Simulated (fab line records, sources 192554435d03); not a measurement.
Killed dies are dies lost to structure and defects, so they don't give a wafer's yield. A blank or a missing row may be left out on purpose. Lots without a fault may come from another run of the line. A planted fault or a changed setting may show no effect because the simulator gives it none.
A struck lot beside a sound one | flow n5_finfet | 36 steps out of a route of 1938
Sound: wafers L811.1, L811.4, L811.5. Struck: wafers L804.4, L804.6. The cause comes at the end.
At each step with rows: each side's tool, then ch and its chambers, then its first start. Under that, the readings that differ: sound wafers | struck wafers | difference of the means | sigmas: that difference in standard deviations of wafers without a fault.
alike: readings whose means differ by less than 2 such deviations, and words and numbers that are the same on both sides. not compared: withheld readings, readings that some wafer has no value for, bounds like >300 that may hide the same value, and numbers for which the record gives no deviation and whose values overlap.
The two part at a step that has a row with sigmas, a row that says differs or no value, or rows on one side only. Numbers that don't overlap but have no deviation are shown without sigmas and don't part them. A reading that every wafer of one side lacks parts them only if that side has two wafers or more.

first, 9 steps without rows for these wafers: N5_BEOL_M4_ANNEAL_95 (time 240 s); N5_BEOL_M4_SPUTTER_96 (material Cu, target thk 4.5 nm, time 8.29 s); N5_BEOL_M4_ECD_50 (material Cu, target thk 300 nm); N5_BEOL_M4_ANNEAL_51 (time 90 s); N5_BEOL_M4_CMP_52 (polishes, stops on SiOC, t overpolish 6.8 s, target thk 40 nm); N5_BEOL_M4_PRE_CLEAN_60 (time 15 s); N5_BEOL_M4_CO_CAP_55 (material Co, precursor CCTBA/H2, target thk 2 nm, time 102.1 s); N5_BEOL_M4_PRE_CLEAN_56 (time 15 s); N5_BEOL_M4_DEP_57 (deposits SiCN from 3MS/NH3, target thk 8 nm, time 14 s).
N5_BEOL_M4_RC_MEAS_101:
  sound on prober-02 ch 0, day 13 05:14; struck on prober-01 ch 0, day 11 16:50
  reading        | sound          | struck    | difference | sigmas
  IOFF_N (nA/um) | 0.28 0.18 0.25 | 0.14 0.16 | -0.09      | -2
  IOFF_P (nA/um) | 0.30 0.22 0.29 | 0.18 0.20 | -0.08      | -2
  ION_N (uA/um)  | 710 693 697    | 674 682   | -22        | -2
  VT_N (mV)      | 239 247 240    | 251 253   | +10        | +3
  VT_P (mV)      | -245 -248 -248 | -253 -254 | -6         | -2
  alike: DIBL_N, DIBL_P, ION_P, SS_N, SS_P
then, 24 steps without rows for these wafers: N5_BEOL_M5_ILD_DEP_00 (deposits SiCOH lowk from DEMS/porogen, target thk 140.64 nm, time 25.9 s); N5_BEOL_M5_CURE_79 (cures SiCOH lowk, time 240 s); N5_BEOL_M5_PECVD_70 (deposits SiO2 from TEOS/O2, target thk 16 nm, time 18 s); N5_BEOL_M5_HM_DEP_02 (deposits TiN, target thk 20 nm); N5_BEOL_M5_COAT_59 (time 60 s, resist thk 60 nm); N5_BEOL_M5_COAT_60 (time 60 s, resist thk 12 nm); N5_BEOL_M5_COAT_71 (time 60 s, resist thk 5 nm); N5_BEOL_M5_COAT_05 (resist thk 30 nm); N5_BEOL_M5_EBR_07; N5_BEOL_M5_SOFTBAKE_06 (time 60 s); N5_BEOL_M5_EXPOSE_08 (exposes mask M5, target cd 28 nm); N5_BEOL_M5_PEB_09 (peb time 60 s); N5_BEOL_M5_DEVELOP_10 (develop time 30 s); N5_BEOL_M5_DESCUM_16 (chemistry O2, time 7 s); N5_BEOL_M5_ETCH_72 (etches underlayer in N2/H2, target depth 6.5 nm, time 5.2 s); N5_BEOL_M5_ETCH_61 (etches SiARC in CF4, target depth 15.6 nm, time 26 s); N5_BEOL_M5_ETCH_62 (etches SOC in N2/H2, target depth 75 nm, overetch 15 nm, time 112.5 s); N5_BEOL_M5_STRIP_63 (strips in N2/H2); N5_BEOL_M5_STRIP_73 (strips in N2/H2); N5_BEOL_M5_STRIP_64 (strips in CF4); N5_BEOL_M5_HM_OPEN_17 (chemistry Cl2/BCl3, target TiN, target depth 20 nm, overetch 6 nm); N5_BEOL_M5_STRIP_19 (strips in O2); N5_BEOL_M5_COAT_65 (time 60 s, resist thk 60 nm); N5_BEOL_M5_COAT_66 (time 60 s, resist thk 12 nm).
-- the record jumps here: 4 days lie between the struck wafers' starts before and after (it left off in module BEOL_M5 and takes up again in module MIM_TOP, whose first step shown is number 1838 of the route) --
N5_MIM_TOP_SPUTTER_03: material TiN, target thk 35 nm, time 89.7 s.
  sound on pvd_sputter-03, day 17 03:01; struck on pvd_sputter-02, day 15 19:50
  reading                                     | sound          | struck  | difference | sigmas
  model.TiN_of_MIM_TOP_SPUTTER_03.thk_nm (nm) | 35.2 35.4 35.2 | 37.8 38 | +2.6       |
  alike: throttle_valve_pct
N5_PASSIVATION_PROBE_49:
  the record has rows for the struck wafers here (prober-01, day 16 07:15) and none for the sound ones

WHERE THEY PART
First at N5_BEOL_M4_RC_MEAS_101; last, within this record, at N5_PASSIVATION_PROBE_49.

WHY: what the simulator had put in
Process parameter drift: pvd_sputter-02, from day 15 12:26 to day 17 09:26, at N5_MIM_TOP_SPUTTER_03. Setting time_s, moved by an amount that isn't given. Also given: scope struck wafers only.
